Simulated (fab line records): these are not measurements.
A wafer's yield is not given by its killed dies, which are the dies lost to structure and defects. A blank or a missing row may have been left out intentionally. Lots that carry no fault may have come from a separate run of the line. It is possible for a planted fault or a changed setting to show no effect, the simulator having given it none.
Comparing a struck lot with a sound one :: flow nandHarc :: 25 steps out of a route of 1302
Sound: these wafers, L577.1, L577.2, L577.6. The struck wafers were L587.1, L587.2, L587.5. The cause is named last.
Each step with rows lists, per side, the tool, then ch with its chambers, then its first start. Under that, the readings that differ: sound wafers :: struck wafers :: difference of the means :: sigmas: that difference in standard deviations of wafers without a fault.
alike: readings with means less than 2 such deviations apart, plus words and numbers identical on both sides. not compared: withheld readings, readings lacking a value on some wafer, bounds such as >300 that could conceal the same value, and numbers that have no deviation in the record and whose values overlap.
Wherever a step has rows on one side only, a row that says differs or no value, or a row with sigmas, the two part there. Non-overlapping numbers with no deviation appear without sigmas and do not part them. Lack of a reading on every wafer of one side parts them only where that side has two or more wafers.

first, 9 steps without rows for these wafers: NHARC_A_ZERO_WELL_ETCH_13 (etches the open film in HBr/Cl2, target depth 120 nm, time 40.1 s); NHARC_A_ZERO_WELL_STRIP_14 (strips in SPM, time 900 s); NHARC_A_ZERO_WELL_IMPLANT_15; NHARC_A_ZERO_WELL_PRECLEAN_22 (cleans in SC1, time 60 s); NHARC_A_ZERO_WELL_SRD_23; NHARC_A_ZERO_WELL_RTA_16 (time 10 s); NHARC_A_SOURCE_PLATE_PRECLEAN_00 (cleans in HF-LAST, time 60 s); NHARC_A_SOURCE_PLATE_SRD_01; NHARC_A_SOURCE_PLATE_OXIDE_02 (material SiO2, target thk 10 nm, ox time 1362 s).
NHARC_A_SOURCE_PLATE_PVD_04: deposits WSi2, target thk 50 nm.
  sound on pvdSputter-02 at day 7 18:40; struck on pvdSputter-02 at day 12 02:31
then, 14 steps without rows for these wafers: NHARC_A_SOURCE_PLATE_CVD_03 (deposits poly-Si, target thk 200 nm, time 4000 s); NHARC_A_SOURCE_PLATE_ANNEAL_05 (time 1800 s); NHARC_A_ONON_D1_DEP_00 (target thk 1000 nm); NHARC_A_ONON_D1_DEP_03 (target thk 1000 nm); NHARC_A_ONON_D1_DEP_06 (target thk 1000 nm); NHARC_A_ONON_D1_DEP_09 (target thk 1000 nm); NHARC_A_ONON_D1_DEP_12 (target thk 1000 nm); NHARC_A_ONON_D1_ANNEAL_15 (time 3600 s); NHARC_A_ONON_D1_DEP_16 (target thk 1000 nm); NHARC_A_ONON_D1_DEP_19 (target thk 1000 nm); NHARC_A_ONON_D1_DEP_22 (target thk 1000 nm); NHARC_A_ONON_D1_DEP_25 (target thk 1000 nm); NHARC_A_ONON_D1_DEP_28 (target thk 1000 nm); NHARC_A_ONON_D1_DEP_33 (deposits SiO2, target thk 200 nm).
-- break in the record here, with 18 days between the starts of the struck wafers on either side (left off in module A_ONON_D1, picked up again in module END, where the first step shown is number 1302 on the route) --
NHARC_END_SORT_01:
  sound on prober-01 ch 0, day 25 11:52; struck on prober-02 ch 0, day 29 14:50
reading: killedAtArray
sound: 64 68 66
struck: 206 175 232
difference: +138
sigmas: +7

reading: killedDies
sound: 67 70 69
struck: 211 182 238
difference: +142
sigmas: +7
  alike: killedAtOther, killedAtPeriphery, killedOpen, killedShort

WHERE THEY PART
NHARC_END_SORT_01 only, going by this record.

WHY: what had been put in by the simulator
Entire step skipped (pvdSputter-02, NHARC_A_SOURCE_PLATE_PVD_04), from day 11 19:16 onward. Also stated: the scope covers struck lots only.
